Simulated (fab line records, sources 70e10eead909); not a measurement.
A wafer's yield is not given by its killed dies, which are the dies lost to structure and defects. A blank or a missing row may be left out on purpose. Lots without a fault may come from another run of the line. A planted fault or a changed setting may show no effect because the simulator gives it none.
Chamber matching    flow nandHarc    NHARC_A_CHANNEL_HOLE_D1_ETCH_44 on rieDiel-03: 3 sister chambers
The step etches the open film in CF4/O2, target depth 140 nm, overetch 14 nm, time 77 s. 14 wafers are shown with their chamber, then 7 later ones without.

## WAFERS, EACH WITH ITS CHAMBER
wafer   chamber  drypumpMotorCurrentA (A)  showerheadPlenumPTorr (Torr)  rfVppV (V)
L258.1  0        5.4                       1.37                          199.4
L258.3  2        6.4                       1.28                          196.0
L258.5  2        6.4                       1.28                          195.7
L263.1  1        6.1                       1.30                          197.7
L263.3  2        6.3                       1.28                          195.5
L263.5  1        6.1                       1.30                          196.9
L262.1  2        6.4                       1.28                          196.2
L262.2  0        5.4                       1.37                          197.7
L262.4  1        6.1                       1.30                          198.9
L266.3  1        6.1                       1.30                          196.7
L266.5  1        6.1                       1.30                          195.9
L266.6  2        6.3                       1.28                          196.8
L268.1  1        6.1                       1.30                          196.6
L268.2  0        5.4                       1.36                          198.3

SIGNATURES (means of the wafers above)
reading                chamber 0  chamber 1  chamber 2  scatter within a chamber
drypumpMotorCurrentA   5.400      6.100      6.360      0.033
showerheadPlenumPTorr  1.3667     1.3000     1.2800     0.00246
rfVppV                 198.467    197.117    196.040    0.852
Rule: for each reading, subtract the chamber's mean from the wafer's reading, divide by that reading's scatter and square the result; add these up over the readings and take the root, which gives the wafer's distance from the chamber. The wafer belongs to the nearest chamber; if the next one is less than 2 further off, it can't be placed. The scatter is the square root of a quotient: the sum, over the shown wafers, of each reading's squared deviation from its chamber's mean, divided by wafers minus chambers.

## WAFERS WHOSE CHAMBER IS MISSING
wafer   drypumpMotorCurrentA (A)  showerheadPlenumPTorr (Torr)  rfVppV (V)
L268.4  6.3                       1.28                          196.4
L270.1  5.4                       1.36                          198.0
L270.2  6.4                       1.28                          196.1
L270.4  6.1                       1.30                          196.6
L269.2  6.1                       1.30                          198.9
L269.5  6.1                       1.30                          195.8
L269.6  6.4                       1.28                          197.1

## WHICH CHAMBER EACH ONE RAN IN
wafer   from the rows above  in truth
L268.4  2                    2
L270.1  0                    0
L270.2  2                    2
L270.4  1                    1
L269.2  1                    1
L269.5  1                    1
L269.6  2                    2
Correct placement for 7 of the 7. Number that these rows cannot place: 0. 0 placed wrongly.
